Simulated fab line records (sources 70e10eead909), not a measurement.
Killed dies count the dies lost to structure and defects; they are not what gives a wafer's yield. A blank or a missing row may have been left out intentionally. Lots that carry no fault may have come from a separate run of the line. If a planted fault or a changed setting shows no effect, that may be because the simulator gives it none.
What tool caused it? ; flow nand_harc ; Sampling: 10 lots, 28 wafers, 9 of 1159 route steps

== WHAT THE GAUGES SHOWED, per wafer ==
NHARC_A_CHANNEL_HOLE_D1_CD_MEAS_10: target cd 100 nm.
lot;measured;on;cd_nm (nm)
L875;day 8 08:02;cd_sem-01;100.7 100.9 100.7
L882;day 9 22:46;cd_sem-03;107.0 99.2
L883;day 10 05:56;cd_sem-01;107.6 100.3
L884;day 10 14:52;cd_sem-03;107.3 100.0 100.1
L890;day 12 04:50;cd_sem-02;100.3 100.7 100.7
L891;day 12 15:35;cd_sem-02;100.2 100.1 100.0
L896;day 13 04:44;cd_sem-01;99.7 100.0 100.3
L895;day 13 05:50;cd_sem-01;100.0 99.6 99.7
L897;day 13 15:16;cd_sem-01;100.1 99.8 99.7
L898;day 14 01:09;cd_sem-01;100.0 100.2 100.0

NHARC_A_CHANNEL_HOLE_D1_CD_MEAS_30.
lot;measured;on;cd_nm (nm)
L875;day 8 15:08;cd_sem-02;91.5 91.4 90.0
L882;day 10 05:42;cd_sem-01;98.4 89.9
L883;day 10 12:50;cd_sem-02;97.3 89.4
L884;day 10 22:07;cd_sem-01;98.0 90.2 90.4
L890;day 12 11:44;cd_sem-01;90.0 89.1 88.5
L891;day 12 22:26;cd_sem-02;90.5 90.8 89.1
L896;day 13 11:38;cd_sem-03;89.4 88.9 88.6
L895;day 13 12:43;cd_sem-01;89.0 88.5 88.5
L897;day 13 22:36;cd_sem-02;89.7 88.8 89.9
L898;day 14 08:10;cd_sem-02;89.1 90.6 89.7

NHARC_END_WLT_00.
lot;measured;on;VT_DECK1_BOTTOM;VT_DECK1_BOTTOM_INNER;VT_DECK1_MEDIAN_NEAR_BOTTOM;VT_DECK1_MEDIAN_NEAR_BOTTOM_INNER;VT_DECK1_MIDDLE;VT_DECK1_MIDDLE_INNER;VT_DECK1_TOP;VT_DECK1_TOP_INNER
L875;day 19 12:34;prober-01;0.874 0.880 0.868;0.885 0.874 0.874;0.873 0.866 0.873;0.878 0.876 0.862;0.895 0.886 0.888;0.892 0.882 0.884;0.895 0.894 0.892;0.891 0.893 0.894
L882;day 21 07:07;prober-01;0.896 0.872;0.895 0.873;0.899 0.873;0.900 0.873;0.914 0.888;0.918 0.888;0.911 0.898;0.917 0.904
L883;day 21 00:19;prober-01;0.888 0.867;0.899 0.869;0.896 0.871;0.896 0.867;0.907 0.888;0.900 0.871;0.915 0.900;0.916 0.902
L884;day 21 06:07;prober-02;0.886 0.876 0.865;0.892 0.873 0.872;0.887 0.868 0.873;0.891 0.866 0.871;0.891 0.880 0.885;0.895 0.878 0.880;0.909 0.885 0.890;0.913 0.893 0.891
L890;day 22 20:05;prober-02;0.875 0.867 0.866;0.871 0.869 0.872;0.875 0.870 0.863;0.866 0.869 0.867;0.886 0.885 0.887;0.887 0.890 0.881;0.897 0.906 0.900;0.895 0.893 0.895
L891;day 23 16:42;prober-02;0.883 0.878 0.872;0.875 0.882 0.876;0.885 0.871 0.875;0.880 0.874 0.874;0.892 0.902 0.896;0.883 0.890 0.893;0.899 0.909 0.903;0.898 0.904 0.903
L896;day 24 08:18;prober-01;0.876 0.881 0.873;0.876 0.868 0.867;0.881 0.876 0.872;0.875 0.881 0.875;0.891 0.883 0.892;0.892 0.892 0.887;0.900 0.911 0.904;0.905 0.905 0.904
L895;day 24 15:29;prober-02;0.887 0.882 0.879;0.890 0.871 0.878;0.880 0.878 0.884;0.883 0.876 0.876;0.893 0.900 0.901;0.884 0.906 0.900;0.912 0.912 0.902;0.910 0.905 0.904
L897;day 24 23:03;prober-01;0.873 0.864 0.868;0.868 0.865 0.876;0.877 0.870 0.879;0.868 0.871 0.873;0.884 0.877 0.885;0.881 0.890 0.890;0.897 0.890 0.896;0.903 0.892 0.899
L898;day 25 06:25;prober-01;0.882 0.870 0.873;0.873 0.876 0.876;0.880 0.877 0.875;0.874 0.877 0.878;0.885 0.879 0.881;0.887 0.901 0.895;0.896 0.902 0.903;0.901 0.902 0.898

NHARC_END_SORT_01.
lot;measured;on;killed_at_array;killed_at_other;killed_at_periphery;killed_dies;killed_open;killed_short
L884;day 21 09:07;prober-02;29;0;3;32;4;4

== TOOL THAT RAN EACH LOT (tool first, then ch and the chambers of the sampled wafers, then the start) ==
lot;NHARC_A_CHANNEL_HOLE_D1_DEP_01;NHARC_A_CHANNEL_HOLE_D1_PEB_08;NHARC_A_CHANNEL_HOLE_D1_ETCH_38;NHARC_A_CHANNEL_HOLE_D1_ETCH_22;NHARC_A_CHANNEL_HOLE_D1_XSEM_31
L875;pecvd-01 ch 0,2, day 8 07:21;litho_track-04 ch 0, day 8 07:58;rie_diel-01 ch 0,1, day 8 08:20;har_etch-02 ch 0,1, day 8 10:35;xsem-01 ch 0, day 8 15:13
L882;pecvd-03 ch 0,2, day 9 22:12;litho_track-04 ch 0, day 9 22:41;rie_diel-03 ch 2,3, day 9 23:02;har_etch-02 ch 0,1, day 10 01:02;xsem-02 ch 0, day 10 05:48
L883;pecvd-03 ch 0,2, day 10 05:20;litho_track-04 ch 0, day 10 05:51;rie_diel-07 ch 2,3, day 10 06:14;har_etch-01 ch 0,1, day 10 08:23;xsem-01 ch 0, day 10 12:55
L884;pecvd-03 ch 0,2, day 10 14:03;litho_track-04 ch 0, day 10 14:47;rie_diel-01 ch 0,3, day 10 15:10;har_etch-01 ch 0,1, day 10 17:07;xsem-02 ch 0, day 10 22:13
L890;pecvd-03 ch 0,2, day 12 04:13;litho_track-06 ch 0, day 12 04:44;rie_diel-03 ch 0,1,3, day 12 05:07;har_etch-01 ch 0,1, day 12 07:16;xsem-01 ch 0, day 12 11:49
L891;pecvd-03 ch 1,2, day 12 14:54;litho_track-06 ch 0, day 12 15:31;rie_diel-07 ch 0,1,2, day 12 15:52;har_etch-01 ch 0,1, day 12 17:49;xsem-01 ch 0, day 12 22:32
L896;pecvd-02 ch 1,2, day 13 04:02;litho_track-01 ch 0, day 13 04:39;rie_diel-03 ch 0,3, day 13 04:59;har_etch-01 ch 0, day 13 06:58;xsem-01 ch 0, day 13 11:44
L895;pecvd-01 ch 0,2, day 13 05:07;litho_track-01 ch 0, day 13 05:46;rie_diel-01 ch 1,3, day 13 06:07;har_etch-02 ch 1, day 13 08:11;xsem-02 ch 0, day 13 12:49
L897;pecvd-02 ch 0,2, day 13 14:40;litho_track-04 ch 0, day 13 15:11;rie_diel-07 ch 1,2,3, day 13 15:32;har_etch-01 ch 0,1, day 13 17:35;xsem-01 ch 0, day 13 22:41
L898;pecvd-03 ch 0,1, day 14 00:33;litho_track-01 ch 0, day 14 01:04;rie_diel-03 ch 0,2,3, day 14 01:25;har_etch-02 ch 0,1, day 14 03:23;xsem-02 ch 0, day 14 08:16
- NHARC_A_CHANNEL_HOLE_D1_DEP_01: deposits SiON, target thk 140 nm.
- NHARC_A_CHANNEL_HOLE_D1_PEB_08: peb time 65 s.
- NHARC_A_CHANNEL_HOLE_D1_ETCH_38: etches the open film in CF4, target depth 39 nm, time 65 s.
- NHARC_A_CHANNEL_HOLE_D1_ETCH_22: etches the open film in C4F8/O2/Ar, time 666.7 s, target depth 1600 nm.
- NHARC_A_CHANNEL_HOLE_D1_XSEM_31

== WHAT THE TOOLS THEMSELVES READ (means of the sampled wafers that have a number; where no wafer has one, the mark that the record gives instead) ==
NHARC_A_CHANNEL_HOLE_D1_DEP_01.
lot;tool;heater_power_w (W);susceptor_temp_C (C)
L875;pecvd-01;719;399.73
L882;pecvd-03;718;400.02
L883;pecvd-03;686;400.12
L884;pecvd-03;697;399.96
L890;pecvd-03;715;399.97
L891;pecvd-03;862;399.87
L896;pecvd-02;865;399.83
L895;pecvd-01;769;400.13
L897;pecvd-02;933;400.06
L898;pecvd-03;686;400.09

NHARC_A_CHANNEL_HOLE_D1_PEB_08.
lot;tool;plate_temp_C (C)
L875;litho_track-04;100.00
L882;litho_track-04;99.98
L883;litho_track-04;100.12
L884;litho_track-04;99.90
L890;litho_track-06;100.08
L891;litho_track-06;99.93
L896;litho_track-01;100.08
L895;litho_track-01;100.03
L897;litho_track-04;99.86
L898;litho_track-01;99.88

NHARC_A_CHANNEL_HOLE_D1_ETCH_38.
lot;tool;drypump_motor_current_A (A);oes_product_au (a.u.);rf_vpp_V (V);showerhead_plenum_p_Torr (Torr);throttle_valve_pct (%)
L875;rie_diel-01;5.52;0.996;150.9;1.77;13.289
L882;rie_diel-03;5.38;0.992;151.3;1.75;13.285
L883;rie_diel-07;5.13;0.997;151.4;1.81;13.283
L884;rie_diel-01;5.84;0.999;152.3;1.80;13.284
L890;rie_diel-03;5.40;0.998;151.2;1.74;13.292
L891;rie_diel-07;5.48;1.003;151.1;1.78;13.281
L896;rie_diel-03;5.13;0.992;151.1;1.77;13.282
L895;rie_diel-01;5.56;1.005;150.6;1.75;13.285
L897;rie_diel-07;5.29;0.999;151.8;1.82;13.282
L898;rie_diel-03;5.29;0.993;151.0;1.74;13.294

NHARC_A_CHANNEL_HOLE_D1_ETCH_22.
lot;tool;drypump_motor_current_A (A);showerhead_plenum_p_Torr (Torr);throttle_valve_pct (%)
L875;har_etch-02;5.9;3.74;32.165
L882;har_etch-02;5.8;3.76;32.148
L883;har_etch-01;6.6;3.67;32.148
L884;har_etch-01;6.6;3.63;32.153
L890;har_etch-01;6.6;3.69;32.157
L891;har_etch-01;6.6;3.68;32.155
L896;har_etch-01;6.7;3.55;32.155
L895;har_etch-02;5.7;3.65;32.152
L897;har_etch-01;6.7;3.61;32.161
L898;har_etch-02;5.9;3.78;32.158

NHARC_A_CHANNEL_HOLE_D1_XSEM_31.
lot;tool;bot_cd_nm (nm);bow_nm (nm);tilt_deg (degrees)
L875;xsem-01;75.6;8.38;0.07
L882;xsem-02;78.2;8.84;0.06
L883;xsem-01;77.7;8.57;0.03
L884;xsem-02;78.6;8.68;0.14
L890;xsem-01;73.2;8.25;0.05
L891;xsem-01;73.9;8.46;0.06
L896;xsem-01;74.4;8.52;0.02
L895;xsem-02;73.4;8.64;0.12
L897;xsem-01;74.2;8.62;0.04
L898;xsem-02;73.9;8.58;0.05

== THE ANSWER, worked out from the rows above alone ==
Rule: the lots themselves supply what counts as usual. Put in order of their means at a reading, lots are off if they are a third of the lots or fewer, leave a main group of 4 or more, and stand apart from it by a gap of 3 or more times the standard deviation of the main group's means; of several such gaps the widest counts. A main group whose means are all the same, to the digits that the tables above print for the reading, isn't used. Also off: a lot with no number at a reading for which 4 or more lots have one. The other lots that the step has rows for count as sound. The gauges are gone through in route order, then the tools' own readings, and for those a lot's mean is taken as printed above. The first step at which some lot is off is used, and at that step the reading that is off furthest; a lot without a number counts as furthest.
Off at NHARC_A_CHANNEL_HOLE_D1_CD_MEAS_10 (cd_nm): L882, L883, L884. The main group has a mean of 100.2 nm with a standard deviation of 0.34.
A tool fits if, at a process step before that reading, it ran every lot that is off, and no sound lot after the first of them. Gauges at NHARC_A_CHANNEL_HOLE_D1_CD_MEAS_10: tried the same way as those tools. Not one of the candidates tried fits.

== WHAT THE SIMULATOR HAD INSERTED ==
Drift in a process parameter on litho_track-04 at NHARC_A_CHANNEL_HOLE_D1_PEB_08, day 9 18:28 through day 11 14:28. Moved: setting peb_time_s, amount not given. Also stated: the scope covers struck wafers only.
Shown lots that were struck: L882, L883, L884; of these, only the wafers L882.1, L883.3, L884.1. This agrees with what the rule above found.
